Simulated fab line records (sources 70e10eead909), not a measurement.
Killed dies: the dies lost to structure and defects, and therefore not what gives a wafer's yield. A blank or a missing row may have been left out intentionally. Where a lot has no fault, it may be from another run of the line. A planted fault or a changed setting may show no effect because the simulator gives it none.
Code-filled problem report in 8D (eight disciplines) form / flow nand_harc / the parts of the form that need people (team, actions taken, sign-off) are left out

1. WHAT IS WRONG
Wafers without a fault read 73, standard deviation 26; raw_defect_count at NHARC_A_ONON_D1_INSPECT_32 reads a mean of 1040 on 2 wafers belonging to 2 lots. That puts it +37 standard deviations away from the usual mean.
First observed at day 16 14:25: wafer L237.6, on defect_inspect-02. The record holds 32 wafers of 12 lots with a number at this step. The rule behind "out" and "out of limits": a value lying over 4 standard deviations away from the usual mean. The other wafers with a number count as sound.

2. WHAT IT IS, WHAT IT ISN'T
question=which readings at this step | is=raw_defect_count | is not=-
question=which lots | is=L237, L239 | is not=L217, L218, L221, L223, L225, L226, L227, L229, L238, L240
question=which wafers of those lots | is=all that have a number | is not=-
question=read on which gauges | is=defect_inspect-01, defect_inspect-02 | is not=-
question=when | is=from day 16 14:25 | is not=up to then (24 sound wafers); but 6 sound wafers of L238, L240 came after

3. WHAT RULES OUT EACH SUSPECT
Counting: a tool stays on the suspect list if, at a process step up to the reading, it processed all lots that are out and no sound lot following the first of them.
- the gauge at NHARC_A_ONON_D1_INSPECT_32 has been ruled out. Those wafers that are out were read across 2 gauges (defect_inspect-01, defect_inspect-02).
- pecvd-02 at NHARC_A_ONON_D1_DEP_33 (deposits SiO2, target thk 200 nm): kept. It ran every lot that is out, first L237 (day 16 14:08), and no sound lot after that; its last sound lot up to then is L229 (day 13 15:29).
Left after counting: pecvd-02 at NHARC_A_ONON_D1_DEP_33.

4. THE CAUSE (what the simulator had put in)
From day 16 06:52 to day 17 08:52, pecvd-02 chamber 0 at NHARC_A_ONON_D1_DEP_33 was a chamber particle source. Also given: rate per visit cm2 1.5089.
This tool alone remained once counting was done.

5. THE EFFECT CHAIN, in route order
Rows list readings where the struck wafers' mean (over those with a number) sits beyond 3 standard deviations from the usual. Readings are gone through only where the record gives a usual standard deviation; hours: the median, over the lots, of the time from a lot's start at the first step in this table giving one to that lot's start at this step; sigmas: the change measured in usual standard deviations.
hours=0; step=NHARC_A_ONON_D1_INSPECT_32; reading=raw_defect_count; usual=73; on struck wafers=1040; change=+967; sigmas=+37
hours=386; step=NHARC_END_SORT_01; reading=killed_at_array; usual=58; on struck wafers=151; change=+93; sigmas=+5.5
hours=386; step=NHARC_END_SORT_01; reading=killed_dies; usual=62; on struck wafers=156; change=+94; sigmas=+5.6

6. WHAT WOULD HAVE CAUGHT IT SOONER
Counted from the fault's start at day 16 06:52, it took 8 hours until the first out-of-limits reading at a measuring or inspecting step in this record, taken at day 16 14:25.
No tool reading at NHARC_A_ONON_D1_DEP_33 that has a usual standard deviation in the record was out on any struck wafer, so an alarm limit of 4 standard deviations on those readings would not have fired.
L239, from the lots that are out (2), started NHARC_A_ONON_D1_DEP_33 on pecvd-02 later than day 16 14:25. A tool hold placed at that time would have kept it from harm.
